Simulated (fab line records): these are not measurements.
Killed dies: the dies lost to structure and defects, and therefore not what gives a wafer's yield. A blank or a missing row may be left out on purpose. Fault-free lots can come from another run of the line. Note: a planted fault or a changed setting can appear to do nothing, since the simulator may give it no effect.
Chamber matching :: flow n5 finfet :: N5_PASSIVATION_PECVD_01 on pecvd-03 has 3 sister chambers
The step deposits SiNx from SiH4/NH3/N2, target thk 200 nm, time 43.2 s. 3 wafers are shown with their chamber, then 7 later ones without.

== WAFERS WITH THEIR CHAMBER ==
wafer: L506.4
chamber: 1
showerhead plenum p Torr (Torr): 8.62

wafer: L506.5
chamber: 0
showerhead plenum p Torr (Torr): 8.80

wafer: L508.3
chamber: 2
showerhead plenum p Torr (Torr): 8.64

== WAFERS MISSING THEIR CHAMBER ==
wafer: L508.5
showerhead plenum p Torr (Torr): 8.62

wafer: L515.1
showerhead plenum p Torr (Torr): 8.62

wafer: L515.3
showerhead plenum p Torr (Torr): 8.62

wafer: L515.5
showerhead plenum p Torr (Torr): 8.63

wafer: L511.1
showerhead plenum p Torr (Torr): 8.63

wafer: L511.3
showerhead plenum p Torr (Torr): 8.64

wafer: L511.6
showerhead plenum p Torr (Torr): 8.65

== WHICH CHAMBER EACH ONE RAN IN ==
wafer: L508.5
from the rows above: 1
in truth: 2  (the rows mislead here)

wafer: L515.1
from the rows above: 1
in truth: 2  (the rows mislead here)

wafer: L515.3
from the rows above: 1
in truth: 1

wafer: L515.5
from the rows above: can't be placed: 2 or 1
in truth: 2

wafer: L511.1
from the rows above: can't be placed: 2 or 1
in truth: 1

wafer: L511.3
from the rows above: 2
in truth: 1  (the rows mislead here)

wafer: L511.6
from the rows above: 2
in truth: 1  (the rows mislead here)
1 of 7 placed correctly. From these rows, 2 cannot be placed; in 2 the true chamber is one of the candidates. Placed wrongly: 4.
How it was worked out, from the rows above alone: a wafer's distance from a chamber is the root of the sum, over the readings, of the square of ((its reading less the chamber's mean) divided by the reading's scatter). The wafer belongs to the nearest chamber; if the next one is less than 2 further off, it can't be placed. For every chamber, the mean is computed from those of its wafers that are shown. The scatter: root of mean squared gap, hidden wafer to nearest shown wafer, with one shown wafer a chamber.
